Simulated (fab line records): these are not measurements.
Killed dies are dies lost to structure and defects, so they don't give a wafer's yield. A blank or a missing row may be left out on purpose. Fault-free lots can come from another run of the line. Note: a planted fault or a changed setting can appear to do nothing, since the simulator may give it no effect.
Which tool did it? | flow nand harc | 12 lots with 32 wafers sampled at 6 steps, on a route of 1159 steps

## WHAT THE GAUGES READ, wafer by wafer
NHARC_END_SORT_01.
lot  | measured     | on        | killed at array | killed at other | killed at periphery | killed dies | killed open | killed short
L737 | day 21 04:37 | prober-02 | 85              | 0               | 5                   | 90          | 4           | 1
L739 | day 21 06:02 | prober-01 | 94              | 1               | 1                   | 96          | 7           | 1

## EACH LOT AND THE TOOL THAT RAN IT (in order: tool; ch and the chambers of the sampled wafers; start)
lot  | NHARC_A_STAIRCASE_ALD_415        | NHARC_A_STAIRCASE_DEP_322       | NHARC_A_STAIRCASE_DEP_325       | NHARC_A_STAIRCASE_ETCH_444         | NHARC_A_SGD_CUT_DEP_00
L732 | ald hk-01 ch 0,1,3, day 12 00:10 | pecvd-03 ch 0,1,2, day 13 00:34 | pecvd-04 ch 0,1, day 13 09:05   | rie diel-11 ch 1,2,3, day 13 18:13 | pecvd-01 ch 0,1,2, day 14 00:02
L733 | ald hk-01 ch 1,2,3, day 12 04:29 | pecvd-01 ch 0,1,2, day 13 03:36 | pecvd-01 ch 0,1,2, day 13 09:44 | rie diel-07 ch 2,3, day 13 18:26   | pecvd-03 ch 0,1,2, day 14 00:59
L734 | ald hk-02 ch 1,2,3, day 12 06:09 | pecvd-03 ch 0,1,2, day 13 01:08 | pecvd-04 ch 0,1, day 13 09:56   | rie diel-11 ch 1,2,3, day 13 19:38 | pecvd-03 ch 0,1,2, day 14 01:09
L737 | ald hk-01 ch 2, day 13 01:47     | pecvd-04 ch 0, day 14 00:02     | pecvd-01 ch 2, day 14 07:36     | rie diel-03 ch 0, day 14 16:22     | pecvd-03 ch 2, day 15 00:10
L736 | ald hk-03 ch 1,3, day 13 03:20   | pecvd-01 ch 0,2, day 13 23:40   | pecvd-03 ch 0,2, day 14 07:24   | rie diel-11 ch 1,2,3, day 14 15:55 | pecvd-03 ch 0,1,2, day 14 20:50
L739 | ald hk-01 ch 2, day 13 06:10     | pecvd-04 ch 0, day 14 04:58     | pecvd-04 ch 1, day 14 12:59     | rie diel-03 ch 3, day 14 22:49     | pecvd-01 ch 0, day 15 08:26
L751 | ald hk-03 ch 2,3, day 16 04:59   | pecvd-04 ch 0,2, day 17 05:30   | pecvd-03 ch 0,1,2, day 17 12:29 | rie diel-11 ch 2,3, day 17 22:07   | pecvd-01 ch 0,1,2, day 18 03:38
L750 | ald hk-03 ch 1,2,3, day 16 08:03 | pecvd-01 ch 0,1,2, day 17 05:27 | pecvd-01 ch 0,1, day 17 12:29   | rie diel-03 ch 0,2,3, day 17 22:24 | pecvd-02 ch 0,2, day 18 04:54
L752 | ald hk-03 ch 0,2,3, day 16 21:01 | pecvd-01 ch 1,2, day 17 19:28   | pecvd-04 ch 0,1,2, day 18 07:01 | rie diel-07 ch 0,2,3, day 18 18:07 | pecvd-03 ch 0,1,2, day 18 23:24
L754 | ald hk-01 ch 0,2,3, day 17 15:31 | pecvd-04 ch 1,2, day 18 14:29   | pecvd-04 ch 0,1, day 18 23:28   | rie diel-03 ch 2,3, day 19 07:09   | pecvd-02 ch 0,1,2, day 19 12:14
L753 | ald hk-01 ch 0,2,3, day 17 17:32 | pecvd-03 ch 1,2, day 18 15:04   | pecvd-03 ch 0,2, day 18 23:44   | rie diel-07 ch 0,3, day 19 07:23   | pecvd-03 ch 0,2, day 19 12:26
L755 | ald hk-01 ch 0,2,3, day 17 19:53 | pecvd-03 ch 0,1,2, day 18 20:25 | pecvd-01 ch 0,1, day 19 03:32   | rie diel-03 ch 0,1,2, day 19 13:59 | pecvd-01 ch 0,1,2, day 19 19:02
- NHARC_A_STAIRCASE_ALD_415: deposits SiO2, target thk 30 nm, pulse time 6 s, ald cycles 300.
- NHARC_A_STAIRCASE_DEP_322: deposits SiO2, target thk 3800 nm.
- NHARC_A_STAIRCASE_DEP_325: deposits SiO2, target thk 3800 nm.
- NHARC_A_STAIRCASE_ETCH_444: etches the open film in C4F8/O2, target depth 10200 nm, time 3400 s.
- NHARC_A_SGD_CUT_DEP_00: deposits SiNx, target thk 50 nm.

## AS READ BY THE TOOLS THEMSELVES (means over the sampled wafers that have a number; for cases with no such wafer, the mark the record gives instead)
NHARC_A_STAIRCASE_ALD_415.
lot  | tool      | heater power outer w (W) | heater power w (W) | precursor pulse height rel
L732 | ald hk-01 | 260                      | 435                | 0.990
L733 | ald hk-01 | 248                      | 430                | 1.007
L734 | ald hk-02 | 260                      | 456                | 1.001
L737 | ald hk-01 | 260                      | 455                | 1.018
L736 | ald hk-03 | 284                      | 505                | 0.997
L739 | ald hk-01 | 253                      | 468                | 0.990
L751 | ald hk-03 | 294                      | 499                | 0.990
L750 | ald hk-03 | 284                      | 502                | 0.997
L752 | ald hk-03 | 280                      | 502                | 0.999
L754 | ald hk-01 | 263                      | 455                | 1.008
L753 | ald hk-01 | 267                      | 449                | 0.995
L755 | ald hk-01 | 259                      | 453                | 1.001

NHARC_A_STAIRCASE_DEP_322.
lot  | tool     | heater power outer w (W) | heater power w (W)
L732 | pecvd-03 | 385                      | 670
L733 | pecvd-01 | 393                      | 693
L734 | pecvd-03 | 423                      | 710
L737 | pecvd-04 | 301                      | 522
L736 | pecvd-01 | 381                      | 680
L739 | pecvd-04 | 296                      | 531
L751 | pecvd-04 | 351                      | 622
L750 | pecvd-01 | 415                      | 731
L752 | pecvd-01 | 433                      | 742
L754 | pecvd-04 | 375                      | 673
L753 | pecvd-03 | 416                      | 701
L755 | pecvd-03 | 431                      | 712

NHARC_A_STAIRCASE_DEP_325.
lot  | tool     | heater power outer w (W) | heater power w (W)
L732 | pecvd-04 | 366                      | 603
L733 | pecvd-01 | 382                      | 684
L734 | pecvd-04 | 351                      | 587
L737 | pecvd-01 | 331                      | 670
L736 | pecvd-03 | 366                      | 627
L739 | pecvd-04 | 320                      | 556
L751 | pecvd-03 | 400                      | 676
L750 | pecvd-01 | 423                      | 705
L752 | pecvd-04 | 374                      | 648
L754 | pecvd-04 | 335                      | 566
L753 | pecvd-03 | 381                      | 648
L755 | pecvd-01 | 418                      | 744

NHARC_A_STAIRCASE_ETCH_444.
lot  | tool        | bias w (W) | oes product au (a.u.) | rf vpp V (V)
L732 | rie diel-11 | 999.0      | 0.927                 | 804
L733 | rie diel-07 | 1000.5     | 0.924                 | 804
L734 | rie diel-11 | 1003.1     | 0.924                 | 804
L737 | rie diel-03 | 1003.6     | 0.938                 | 810
L736 | rie diel-11 | 997.5      | 0.924                 | 804
L739 | rie diel-03 | 1000.7     | 0.943                 | 805
L751 | rie diel-11 | 1000.2     | 0.931                 | 800
L750 | rie diel-03 | 996.8      | 0.931                 | 809
L752 | rie diel-07 | 1003.5     | 0.964                 | 807
L754 | rie diel-03 | 1001.1     | 0.922                 | 809
L753 | rie diel-07 | 999.6      | 0.944                 | 807
L755 | rie diel-03 | 1001.9     | 0.922                 | 811

NHARC_A_SGD_CUT_DEP_00.
lot  | tool     | heater power outer w (W) | heater power w (W)
L732 | pecvd-01 | 421                      | 717
L733 | pecvd-03 | 472                      | 776
L734 | pecvd-03 | 425                      | 716
L737 | pecvd-03 | 464                      | 704
L736 | pecvd-03 | 458                      | 750
L739 | pecvd-01 | 437                      | 751
L751 | pecvd-01 | 428                      | 738
L750 | pecvd-02 | 456                      | 754
L752 | pecvd-03 | 418                      | 706
L754 | pecvd-02 | 377                      | 650
L753 | pecvd-03 | 462                      | 714
L755 | pecvd-01 | 433                      | 754

## THE ANSWER, worked out from the rows above alone
Rule: the lots themselves supply what counts as usual. Put in order of their means at a reading, lots are off if they are a third of the lots or fewer, leave a main group of 4 or more, and stand apart from it by a gap of 3 or more times the standard deviation of the main group's means; of several such gaps the widest counts. Not used: any main group whose means are identical at the precision the tables above print for the reading. Also off: a lot with no number at a reading for which 4 or more lots have one. All remaining lots with rows at the step are treated as sound. Order of review: gauges by route order, followed by the tools' own readings, for which a lot's mean as printed above is used. At the first step where some lot is off, the reading lying furthest off is the one used; lots without a number count as furthest.
Across all readings shown, no lot is off: no conclusion can be drawn from this.

## WHAT THE SIMULATOR PUT IN
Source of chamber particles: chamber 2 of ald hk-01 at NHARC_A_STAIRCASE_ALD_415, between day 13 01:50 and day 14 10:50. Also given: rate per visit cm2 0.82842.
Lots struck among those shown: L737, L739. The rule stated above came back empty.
